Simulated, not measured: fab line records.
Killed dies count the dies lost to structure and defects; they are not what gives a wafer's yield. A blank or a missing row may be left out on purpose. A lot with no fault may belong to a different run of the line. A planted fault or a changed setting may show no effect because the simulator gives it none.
Which tool did it?	flow n5Finfet	24 lots, 72 wafers sampled, at 6 steps of a route of 1938

== WHAT THE GAUGES SHOWED, per wafer ==
No reading from a measuring or inspecting step in the record can be judged against a usual standard deviation.

== WHAT TOOL EACH LOT RAN ON (gives the tool, then ch and the chambers of the sampled wafers, and finally the start) ==
lot	N5_BEOL_M0_CO_CAP_123	N5_BEOL_M1_HM_OPEN_17	N5_BEOL_M1_ANNEAL_80	N5_BEOL_M1_SPUTTER_86	N5_BEOL_M1_SPUTTER_88	N5_BEOL_M2_ILD_DEP_00
L074	cvdCo-01 ch 0,2, day 6 06:29	rieMetal-02 ch 0,1, day 6 09:21	pvdSputter-02, day 6 16:05	pvdSputter-02, day 6 16:27	pvdSputter-02, day 6 16:40	pecvd-01 ch 1,2, day 6 18:40
L075	cvdCo-02 ch 0,1,2, day 6 11:53	rieMetal-03 ch 0,1, day 6 14:19	pvdSputter-02, day 6 18:59	pvdSputter-02, day 6 19:21	pvdSputter-02, day 6 19:34	pecvd-03 ch 0,1,2, day 6 21:35
L076	cvdCo-02 ch 0,1, day 6 14:05	rieMetal-02 ch 0,1, day 6 15:44	pvdSputter-01, day 6 19:07	pvdSputter-01, day 6 19:28	pvdSputter-01, day 6 19:41	pecvd-03 ch 0,2, day 6 21:42
L077	cvdCo-02 ch 0,1, day 6 18:33	rieMetal-01 ch 0,1, day 6 21:29	pvdSputter-02, day 7 00:40	pvdSputter-02, day 7 01:02	pvdSputter-02, day 7 01:15	pecvd-02 ch 0,1, day 7 03:16
L078	cvdCo-02 ch 0,1,2, day 6 20:11	rieMetal-02 ch 0,1, day 6 22:25	pvdSputter-03, day 7 02:14	pvdSputter-03, day 7 02:38	pvdSputter-03, day 7 02:52	pecvd-02 ch 0,2, day 7 04:58
L079	cvdCo-02 ch 0,1,2, day 7 07:55	rieMetal-01 ch 0,1, day 7 09:32	pvdSputter-03, day 7 16:42	pvdSputter-03, day 7 17:04	pvdSputter-03, day 7 17:17	pecvd-02 ch 1,2, day 7 19:26
L080	cvdCo-01 ch 0,1, day 7 10:29	rieMetal-03 ch 0, day 7 13:02	pvdSputter-01, day 7 19:32	pvdSputter-01, day 7 19:54	pvdSputter-01, day 7 20:07	pecvd-02 ch 1,2, day 7 22:08
L081	cvdCo-02 ch 0,2, day 7 20:13	rieMetal-01 ch 0,1, day 7 22:32	pvdSputter-01, day 8 01:42	pvdSputter-01, day 8 02:04	pvdSputter-01, day 8 02:17	pecvd-02 ch 0,1,2, day 8 04:16
L082	cvdCo-02 ch 1,2, day 7 22:21	rieMetal-01 ch 0,1, day 8 01:10	pvdSputter-03, day 8 04:55	pvdSputter-03, day 8 05:16	pvdSputter-03, day 8 05:29	pecvd-01 ch 1,2, day 8 07:29
L083	cvdCo-02 ch 1,2, day 8 05:03	rieMetal-03 ch 0,1, day 8 07:44	pvdSputter-03, day 8 11:58	pvdSputter-03, day 8 12:20	pvdSputter-03, day 8 12:33	pecvd-03 ch 0,1,2, day 8 14:41
L084	cvdCo-02 ch 0,2, day 8 10:35	rieMetal-03 ch 0,1, day 8 12:16	pvdSputter-03, day 8 18:02	pvdSputter-03, day 8 18:23	pvdSputter-03, day 8 18:37	pecvd-03 ch 0,1, day 8 20:36
L085	cvdCo-02 ch 0,1,2, day 8 20:48	rieMetal-03 ch 0,1, day 8 22:41	pvdSputter-02, day 9 04:04	pvdSputter-02, day 9 04:25	pvdSputter-02, day 9 04:38	pecvd-01 ch 0,1,2, day 9 06:38
L086	cvdCo-01 ch 0,1,2, day 8 23:19	rieMetal-03 ch 0,1, day 9 03:19	pvdSputter-02, day 9 06:32	pvdSputter-02, day 9 06:54	pvdSputter-02, day 9 07:07	pecvd-03 ch 0,1,2, day 9 09:07
L087	cvdCo-02 ch 0,1, day 9 05:20	rieMetal-03 ch 0,1, day 9 06:54	pvdSputter-02, day 9 18:41	pvdSputter-02, day 9 19:03	pvdSputter-02, day 9 19:16	pecvd-01 ch 0,1,2, day 9 21:31
L088	cvdCo-02 ch 0,1,2, day 9 12:59	rieMetal-01 ch 0,1, day 9 14:44	pvdSputter-01, day 9 21:18	pvdSputter-01, day 9 21:40	pvdSputter-01, day 9 21:53	pecvd-02 ch 0,2, day 9 23:53
L090	cvdCo-01 ch 1,2, day 9 22:42	rieMetal-01 ch 0,1, day 10 00:50	pvdSputter-01, day 10 04:30	pvdSputter-01, day 10 04:52	pvdSputter-01, day 10 05:05	pecvd-03 ch 0,2, day 10 07:05
L089	cvdCo-02 ch 0,2, day 9 22:53	rieMetal-03 ch 0,1, day 10 01:01	pvdSputter-02, day 10 04:59	pvdSputter-02, day 10 05:20	pvdSputter-02, day 10 05:34	pecvd-03 ch 0,2, day 10 07:33
L091	cvdCo-02 ch 0,1,2, day 10 05:14	rieMetal-02 ch 1, day 10 07:16	pvdSputter-02, day 10 10:43	pvdSputter-02, day 10 11:04	pvdSputter-02, day 10 11:17	pecvd-02 ch 0,1,2, day 10 13:31
L092	cvdCo-02 ch 0,1,2, day 10 11:01	rieMetal-01 ch 0,1, day 10 13:22	pvdSputter-02, day 10 22:19	pvdSputter-02, day 10 22:41	pvdSputter-02, day 10 22:54	pecvd-03 ch 0,1,2, day 11 01:01
L093	cvdCo-01 ch 0,1, day 10 16:37	rieMetal-02 ch 0,1, day 10 19:34	pvdSputter-01, day 11 03:00	pvdSputter-01, day 11 03:22	pvdSputter-01, day 11 03:35	pecvd-03 ch 0,1,2, day 11 05:34
L094	cvdCo-01 ch 0,1, day 11 00:33	rieMetal-03 ch 0,1, day 11 02:09	pvdSputter-02, day 11 08:35	pvdSputter-02, day 11 08:56	pvdSputter-02, day 11 09:10	pecvd-03 ch 1,2, day 11 11:12
L095	cvdCo-01 ch 0,1, day 11 05:47	rieMetal-03 ch 0,1, day 11 07:37	pvdSputter-02, day 11 13:29	pvdSputter-02, day 11 13:50	pvdSputter-02, day 11 14:04	pecvd-02 ch 0,1, day 11 16:07
L096	cvdCo-02 ch 1,2, day 11 08:47	rieMetal-02 ch 0, day 11 10:10	pvdSputter-01, day 11 14:09	pvdSputter-01, day 11 14:31	pvdSputter-01, day 11 14:44	pecvd-02 ch 0,1, day 11 17:05
L097	cvdCo-01 ch 0,2, day 11 14:06	rieMetal-03 ch 0,1, day 11 17:00	pvdSputter-02, day 12 00:24	pvdSputter-02, day 12 00:46	pvdSputter-02, day 12 00:59	pecvd-02 ch 0,1,2, day 12 03:01
- N5_BEOL_M0_CO_CAP_123: material Co, precursor CCTBA/H2, target thk 2 nm, time 102.1 s.
- N5_BEOL_M1_HM_OPEN_17: chemistry Cl2/BCl3, target TiN, target depth 20 nm, overetch 6 nm.
- N5_BEOL_M1_ANNEAL_80: time 240 s.
- N5_BEOL_M1_SPUTTER_86: material Cu, target thk 4.5 nm, time 8.29 s.
- N5_BEOL_M1_SPUTTER_88: material Cu, target thk 4.5 nm, time 8.29 s.
- N5_BEOL_M2_ILD_DEP_00: deposits SiOC from DEMS/O2, target thk 79 nm, time 15.3 s.

== WHAT THE TOOLS THEMSELVES READ (means of the sampled wafers that have a number; where no wafer has one, the mark that the record gives instead) ==
N5_BEOL_M0_CO_CAP_123. Usual: 245 W for heaterPowerW, sd 41.
lot	tool	heaterPowerW (W)	flag
L074	cvdCo-01	210	
L075	cvdCo-02	246	
L076	cvdCo-02	259	
L077	cvdCo-02	278	
L078	cvdCo-02	245	
L079	cvdCo-02	245	
L080	cvdCo-01	261	
L081	cvdCo-02	210	
L082	cvdCo-02	270	
L083	cvdCo-02	265	
L084	cvdCo-02	211	
L085	cvdCo-02	248	
L086	cvdCo-01	233	
L087	cvdCo-02	285	
L088	cvdCo-02	245	
L090	cvdCo-01	236	
L089	cvdCo-02	224	
L091	cvdCo-02	246	
L092	cvdCo-02	247	
L093	cvdCo-01	259	
L094	cvdCo-01	260	
L095	cvdCo-01	258	
L096	cvdCo-02	271	
L097	cvdCo-01	210	

N5_BEOL_M1_HM_OPEN_17. Usual: drypumpMotorCurrentA 6.01 A, standard deviation 0.24; heBacksideLeakSccm 3.31 sccm, standard deviation 0.17; oesProductAu 0.67 a.u., standard deviation 0.09; throttleValvePct 22.18 %, standard deviation 0.2.
lot	tool	drypumpMotorCurrentA (A)	heBacksideLeakSccm (sccm)	oesProductAu (a.u.)	throttleValvePct (%)	flag
L074	rieMetal-02	5.70	3.38	0.75	22.10	
L075	rieMetal-03	6.09	3.32	0.67	22.04	
L076	rieMetal-02	5.70	3.13	0.76	22.08	
L077	rieMetal-01	6.08	3.40	0.56	22.46	
L078	rieMetal-02	5.60	3.14	0.75	22.12	
L079	rieMetal-01	6.06	3.43	0.56	22.47	
L080	rieMetal-03	6.24	3.51	0.78	22.22	
L081	rieMetal-01	6.08	3.40	0.56	22.46	
L082	rieMetal-01	6.14	3.24	0.58	22.28	
L083	rieMetal-03	6.21	3.43	0.71	22.13	
L084	rieMetal-03	6.10	3.40	0.66	22.05	
L085	rieMetal-03	6.08	3.27	0.65	22.04	
L086	rieMetal-03	6.15	3.32	0.71	22.13	
L087	rieMetal-03	6.10	3.13	0.66	22.03	
L088	rieMetal-01	6.09	3.36	0.55	22.46	
L090	rieMetal-01	6.12	3.26	0.57	22.30	
L089	rieMetal-03	6.18	3.41	0.70	22.12	
L091	rieMetal-02	5.49	3.12	0.75	22.12	
L092	rieMetal-01	6.07	3.45	0.55	22.47	
L093	rieMetal-02	5.70	3.27	0.71	22.11	
L094	rieMetal-03	6.18	3.46	0.70	22.13	
L095	rieMetal-03	6.17	3.30	0.69	22.14	
L096	rieMetal-02	5.81	3.27	0.70	22.12	
L097	rieMetal-03	6.17	3.42	0.69	22.13	

N5_BEOL_M1_ANNEAL_80. Usual: 855 W for heaterPowerW, sd 76.
lot	tool	heaterPowerW (W)	flag
L074	pvdSputter-02	1000	
L075	pvdSputter-02	878	
L076	pvdSputter-01	824	
L077	pvdSputter-02	914	
L078	pvdSputter-03	852	
L079	pvdSputter-03	815	
L080	pvdSputter-01	806	
L081	pvdSputter-01	814	
L082	pvdSputter-03	800	
L083	pvdSputter-03	831	
L084	pvdSputter-03	810	
L085	pvdSputter-02	870	
L086	pvdSputter-02	932	
L087	pvdSputter-02	885	
L088	pvdSputter-01	814	
L090	pvdSputter-01	806	
L089	pvdSputter-02	962	
L091	pvdSputter-02	928	
L092	pvdSputter-02	850	
L093	pvdSputter-01	809	
L094	pvdSputter-02	930	
L095	pvdSputter-02	856	
L096	pvdSputter-01	826	
L097	pvdSputter-02	852	

N5_BEOL_M1_SPUTTER_86. Usual: chamberPressurePa 0.06998 Pa, standard deviation 0.00013; substrateTempC -20.00 C, standard deviation 0.11; throttleValvePct 30.1 %, standard deviation 1.2.
lot	tool	chamberPressurePa (Pa)	substrateTempC (C)	throttleValvePct (%)	flag
L074	pvdSputter-02	0.06993	-20.09	29.0	
L075	pvdSputter-02	0.06994	-20.08	31.2	
L076	pvdSputter-01	0.07005	-20.06	30.1	
L077	pvdSputter-02	0.06996	-19.96	29.6	
L078	pvdSputter-03	0.06991	-20.04	30.5	
L079	pvdSputter-03	0.07013	-19.97	29.9	
L080	pvdSputter-01	0.07013	-19.95	30.4	
L081	pvdSputter-01	0.06992	-19.97	29.6	
L082	pvdSputter-03	0.06983	-19.95	29.8	
L083	pvdSputter-03	0.06999	-20.11	30.3	
L084	pvdSputter-03	0.06987	-19.84	29.8	
L085	pvdSputter-02	0.07000	-19.97	30.6	
L086	pvdSputter-02	0.06994	-19.99	29.6	
L087	pvdSputter-02	0.06995	-20.02	29.7	
L088	pvdSputter-01	0.07000	-20.00	30.4	
L090	pvdSputter-01	0.06995	-19.95	30.5	
L089	pvdSputter-02	0.06995	-20.00	28.7	
L091	pvdSputter-02	0.07001	-19.97	30.0	
L092	pvdSputter-02	0.07003	-20.04	30.8	
L093	pvdSputter-01	0.07004	-20.13	30.8	
L094	pvdSputter-02	0.07002	-19.96	30.0	
L095	pvdSputter-02	0.07003	-19.92	30.7	
L096	pvdSputter-01	0.06996	-20.01	31.4	
L097	pvdSputter-02	0.06981	-20.08	30.1	

N5_BEOL_M1_SPUTTER_88. Usual: chamberPressurePa 0.07001 Pa, standard deviation 0.00014; substrateTempC -20.00 C, standard deviation 0.11; throttleValvePct 30.1 %, standard deviation 1.2.
lot	tool	chamberPressurePa (Pa)	substrateTempC (C)	throttleValvePct (%)	flag
L074	pvdSputter-02	0.07021	-20.03	28.8	
L075	pvdSputter-02	0.06997	-20.03	31.0	
L076	pvdSputter-01	0.07012	-20.03	30.0	
L077	pvdSputter-02	0.06997	-20.02	29.5	
L078	pvdSputter-03	0.07003	-19.99	30.5	
L079	pvdSputter-03	0.06996	-20.00	30.0	
L080	pvdSputter-01	0.07003	-20.10	30.3	
L081	pvdSputter-01	0.07005	-19.99	29.6	
L082	pvdSputter-03	0.06999	-20.07	29.9	
L083	pvdSputter-03	0.06993	-19.98	30.2	
L084	pvdSputter-03	0.06997	-20.07	30.0	
L085	pvdSputter-02	0.06999	-20.10	30.7	
L086	pvdSputter-02	0.07011	-19.93	29.6	
L087	pvdSputter-02	0.06998	-20.00	29.4	
L088	pvdSputter-01	0.07006	-20.02	30.4	
L090	pvdSputter-01	0.06996	-20.01	30.4	
L089	pvdSputter-02	0.06997	-20.04	28.8	
L091	pvdSputter-02	0.06993	-19.95	30.0	
L092	pvdSputter-02	0.06996	-20.13	30.6	
L093	pvdSputter-01	0.07018	-19.90	30.9	
L094	pvdSputter-02	0.07005	-20.01	30.0	
L095	pvdSputter-02	0.06986	-19.85	30.7	
L096	pvdSputter-01	0.07011	-19.95	31.3	
L097	pvdSputter-02	0.06992	-19.97	30.2	

N5_BEOL_M2_ILD_DEP_00. Usual: heaterPowerW 484 W, standard deviation 62; showerheadPlenumPTorr 5.699 Torr, standard deviation 0.02; throttleValvePct 11.7 %, standard deviation 0.52.
lot	tool	heaterPowerW (W)	showerheadPlenumPTorr (Torr)	throttleValvePct (%)	flag
L074	pecvd-01	533	5.711	12.7	
L075	pecvd-03	509	5.720	11.5	
L076	pecvd-03	577	5.725	11.3	
L077	pecvd-02	489	5.678	11.6	
L078	pecvd-02	499	5.684	11.9	
L079	pecvd-02	403	5.679	11.7	
L080	pecvd-02	419	5.682	12.0	
L081	pecvd-02	439	5.688	11.7	
L082	pecvd-01	499	5.713	12.9	
L083	pecvd-03	535	5.708	11.3	
L084	pecvd-03	510	5.718	11.5	
L085	pecvd-01	486	5.704	12.3	
L086	pecvd-03	490	5.704	11.4	
L087	pecvd-01	490	5.705	12.3	
L088	pecvd-02	469	5.674	11.7	
L090	pecvd-03	487	5.717	11.6	
L089	pecvd-03	555	5.723	11.4	
L091	pecvd-02	455	5.685	11.8	
L092	pecvd-03	497	5.718	11.6	
L093	pecvd-03	518	5.717	11.6	
L094	pecvd-03	437	5.713	11.5	
L095	pecvd-02	431	5.682	11.7	
L096	pecvd-02	443	5.678	11.6	
L097	pecvd-02	481	5.683	11.8	

== THE ANSWER, worked out from the rows above alone ==
Rule: a lot is off if the mean of its wafers that have a number lies more than 3 standard deviations from the usual mean. A lot without any number at a reading at which 4 lots or more have one is off too. Where the step has rows for the other lots, those lots are counted as sound. First the gauges in route order, then the tools' own readings, where a lot's mean is used as printed above. At the first step where some lot is off, the reading lying furthest off is the one used; lots without a number count as furthest.
Across all readings shown, no lot is off: no conclusion can be drawn from this.

== WHAT HAD BEEN PUT IN BY THE SIMULATOR ==
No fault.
